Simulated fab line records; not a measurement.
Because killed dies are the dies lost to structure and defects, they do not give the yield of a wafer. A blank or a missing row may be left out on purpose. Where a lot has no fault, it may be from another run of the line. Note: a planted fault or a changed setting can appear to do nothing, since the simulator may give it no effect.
A lot that was struck, set against a sound lot | flow nandHarc | 39 out of 1159 route steps
Sound: the wafers L392.1, L392.4, L392.6. Struck: wafer L411.2. (L411.3, L411.4 of the same lot were not struck and are left out.) The cause comes at the end.
For every step that has rows: the tool of each side, followed by ch and its chambers, followed by its first start. Under that, the readings that differ: sound wafers | struck wafers | difference of the means | sigmas: that difference in standard deviations of wafers without a fault.
alike: readings whose means differ by less than 2 such deviations, and words and numbers that are the same on both sides. not compared: withheld readings, readings that some wafer has no value for, bounds like >300 that may hide the same value, and numbers for which the record gives no deviation and whose values overlap.
The two part at a step that has a row with sigmas, a row that says differs or no value, or rows on one side only. Non-overlapping numbers with no deviation appear without sigmas and do not part them. A reading that every wafer of one side lacks parts them only if that side has two wafers or more.

first, 6 steps without rows for these wafers: NHARC_A_STAIRCASE_ETCH_190 (etches the open film in C4F8/O2, target depth 100 nm, time 40.5 s); NHARC_A_STAIRCASE_TRIM_191 (chemistry O2, time 211.2 s); NHARC_A_STAIRCASE_ETCH_192 (etches the open film in C4F8/O2, target depth 100 nm, time 40.5 s); NHARC_A_STAIRCASE_TRIM_193 (chemistry O2, time 211.2 s); NHARC_A_STAIRCASE_ETCH_194 (etches the open film in C4F8/O2, target depth 100 nm, time 40.5 s); NHARC_A_STAIRCASE_TRIM_196 (chemistry O2, time 211.2 s).
NHARC_A_STAIRCASE_ETCH_197: etches the open film in C4F8/O2, target depth 100 nm, time 40.5 s.
  sound on rieDiel-01 ch 1,2,3; struck on rieDiel-10 ch 0
  alike: oesProductAu, rfVppV
  not compared: rfHoursCounterH
then, 1 step without rows for these wafers: NHARC_A_STAIRCASE_TRIM_198 (chemistry O2, time 211.2 s).
NHARC_A_STAIRCASE_ETCH_199: etches the open film in C4F8/O2, target depth 100 nm, time 40.5 s.
  sound on rieDiel-01 ch 1,2,3; struck on rieDiel-10 ch 1
reading    | sound       | struck | difference | sigmas
rfVppV (V) | 887 889 900 | 905    | +13        | +2
  alike: oesProductAu
  not compared: rfHoursCounterH
then, 2 steps without rows for these wafers: NHARC_A_STAIRCASE_TRIM_200 (chemistry O2, time 211.2 s); NHARC_A_STAIRCASE_ETCH_201 (etches the open film in C4F8/O2, target depth 100 nm, time 40.5 s).
NHARC_A_STAIRCASE_TRIM_202: chemistry O2, time 211.2 s.
  sound on rieDiel-01 ch 0,2, day 11 10:08; struck on rieDiel-10 ch 2, day 16 15:20
  alike: drypumpMotorCurrentA, oesProductAu, rfVppV, showerheadPlenumPTorr, throttleValvePct
  not compared: rfHoursCounterH
then, 14 steps without rows for these wafers: NHARC_A_STAIRCASE_ETCH_203 (etches the open film in C4F8/O2, target depth 100 nm, time 40.5 s); NHARC_A_STAIRCASE_STRIP_205 (strips in O2); NHARC_A_STAIRCASE_STRIP_206 (strips in SPM, time 900 s); NHARC_A_STAIRCASE_PRECLEAN_207 (cleans in SC1); NHARC_A_STAIRCASE_SRD_208; NHARC_A_STAIRCASE_DEHYDRATE_209 (time 120 s); NHARC_A_STAIRCASE_HMDS_210 (time 30 s); NHARC_A_STAIRCASE_COAT_211; NHARC_A_STAIRCASE_SOFTBAKE_212 (time 170 s); NHARC_A_STAIRCASE_EBR_213; NHARC_A_STAIRCASE_EXPOSE_214 (exposes mask STAIR 3); NHARC_A_STAIRCASE_PEB_215 (peb time 130 s); NHARC_A_STAIRCASE_DEVELOP_216 (time 140 s); NHARC_A_STAIRCASE_HARDBAKE_218 (time 140 s).
NHARC_A_STAIRCASE_DESCUM_219: chemistry O2, time 3 s.
  sound on rieDiel-05 ch 0,3, day 11 11:58; struck on rieDiel-05 ch 2, day 16 17:10
  alike: drypumpMotorCurrentA, oesProductAu, rfVppV, showerheadPlenumPTorr, throttleValvePct
  not compared: rfHoursCounterH
NHARC_A_STAIRCASE_TRIM_220: chemistry O2, time 211.2 s.
  sound on rieDiel-05 ch 0,1,2, day 11 12:05; struck on rieDiel-05 ch 3, day 16 17:15
reading                  | sound       | struck | difference | sigmas
drypumpMotorCurrentA (A) | 6.1 6.1 5.3 | 5.0    | -0.8       | -2
  alike: oesProductAu, rfVppV, showerheadPlenumPTorr, throttleValvePct
  not compared: rfHoursCounterH
then, 6 steps without rows for these wafers: NHARC_A_STAIRCASE_ETCH_221 (etches the open film in C4F8/O2, target depth 100 nm, time 40.5 s); NHARC_A_STAIRCASE_TRIM_222 (chemistry O2, time 211.2 s); NHARC_A_STAIRCASE_ETCH_223 (etches the open film in C4F8/O2, target depth 100 nm, time 40.5 s); NHARC_A_STAIRCASE_TRIM_224 (chemistry O2, time 211.2 s); NHARC_A_STAIRCASE_ETCH_225 (etches the open film in C4F8/O2, target depth 100 nm, time 40.5 s); NHARC_A_STAIRCASE_TRIM_226 (chemistry O2, time 211.2 s).
NHARC_A_STAIRCASE_ETCH_227: etches the open film in C4F8/O2, target depth 100 nm, time 40.5 s.
  sound on rieDiel-05 ch 0,2,3; struck on rieDiel-05 ch 1
  alike: oesProductAu, rfVppV
  not compared: rfHoursCounterH
then, 3 steps without rows for these wafers: NHARC_A_STAIRCASE_TRIM_229 (chemistry O2, time 211.2 s); NHARC_A_STAIRCASE_ETCH_230 (etches the open film in C4F8/O2, target depth 100 nm, time 40.5 s); NHARC_A_STAIRCASE_TRIM_231 (chemistry O2, time 211.2 s).
-- break in the record here, with 9 days between the starts of the struck wafers on either side (left off in module A_STAIRCASE, picked up again in module END, where the first step shown is number 1159 on the route) --
NHARC_END_SORT_01:
  at this point the record logs the struck wafers (prober-01 ch 0, day 25 09:35) and has no rows for the sound ones

== WHERE THEY PART ==
First at NHARC_A_STAIRCASE_ETCH_199; last, within this record, at NHARC_END_SORT_01.

WHY: whatever the simulator had introduced
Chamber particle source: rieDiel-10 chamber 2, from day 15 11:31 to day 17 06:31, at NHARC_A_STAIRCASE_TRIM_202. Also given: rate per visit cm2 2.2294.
